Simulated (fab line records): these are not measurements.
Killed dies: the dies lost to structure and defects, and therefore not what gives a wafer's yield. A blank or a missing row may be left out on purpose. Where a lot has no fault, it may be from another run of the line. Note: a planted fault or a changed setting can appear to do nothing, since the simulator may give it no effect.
Chamber matching -- flow nand_harc -- NHARC_P_ZERO_WELL_ETCH_63 on rie_si-02: 4 sister chambers
The step etches the open film in HBr/Cl2, target depth 120 nm, time 40.1 s. 16 wafers are shown with their chamber, then 8 later ones without.

## EACH WAFER AND ITS CHAMBER
wafer,chamber,drypump_motor_current_A (A),oes_product_au (a.u.),bias_w (W)
L083.2,3,5.6,0.988,99.7
L083.3,1,5.1,0.994,99.9
L083.6,3,5.6,0.995,99.9
L084.3,3,5.6,0.995,100.3
L084.5,0,5.5,0.984,99.1
L084.6,3,5.6,1.000,100.7
L087.3,3,5.6,1.001,99.3
L087.5,2,5.8,1.004,99.9
L087.6,3,5.6,1.001,99.5
L090.2,1,5.1,0.991,99.8
L090.3,2,5.8,1.010,99.7
L090.6,2,5.7,1.008,99.7
L091.3,3,5.6,0.997,100.4
L091.4,2,5.8,1.014,100.0
L091.5,3,5.6,0.994,99.9
L094.1,2,5.7,1.014,99.9

SIGNATURES (averages over the wafers above)
reading,chamber 0,chamber 1,chamber 2,chamber 3,scatter within a chamber
drypump_motor_current_A,5.500,5.100,5.760,5.600,0.0316
oes_product_au,0.98400,0.99250,1.01000,0.99638,0.00421
bias_w,99.100,99.850,99.840,99.963,0.371
Rule: a wafer lies at a distance from a chamber equal to the root of the sum of squares, over the readings, of (its reading less the chamber's mean, divided by the reading's scatter). The wafer belongs to the nearest chamber; if the next one is less than 2 further off, it can't be placed. The scatter: the root of (the sum of the squares of (reading less its chamber's mean) over the shown wafers, divided by (wafers less chambers)).

## WAFERS WHOSE CHAMBER IS MISSING
wafer,drypump_motor_current_A (A),oes_product_au (a.u.),bias_w (W)
L094.2,5.5,0.991,101.0
L094.5,5.6,1.002,99.6
L096.2,5.1,1.004,100.0
L096.3,5.6,0.991,99.7
L096.4,5.7,1.001,100.3
L097.2,5.5,0.994,99.9
L097.3,5.5,0.978,100.2
L097.6,5.1,0.997,99.3

## CHAMBER TAKEN BY EACH
wafer,from the rows above,in truth
L094.2,can't be placed: 3 or 0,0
L094.5,3,3
L096.2,1,1
L096.3,3,3
L096.4,can't be placed: 2 or 3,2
L097.2,can't be placed: 0 or 3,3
L097.3,0,0
L097.6,1,1
Correctly placed: 5 of 8. From these rows, 3 cannot be placed; in 3 the true chamber is one of the candidates. Wrongly placed: 0.
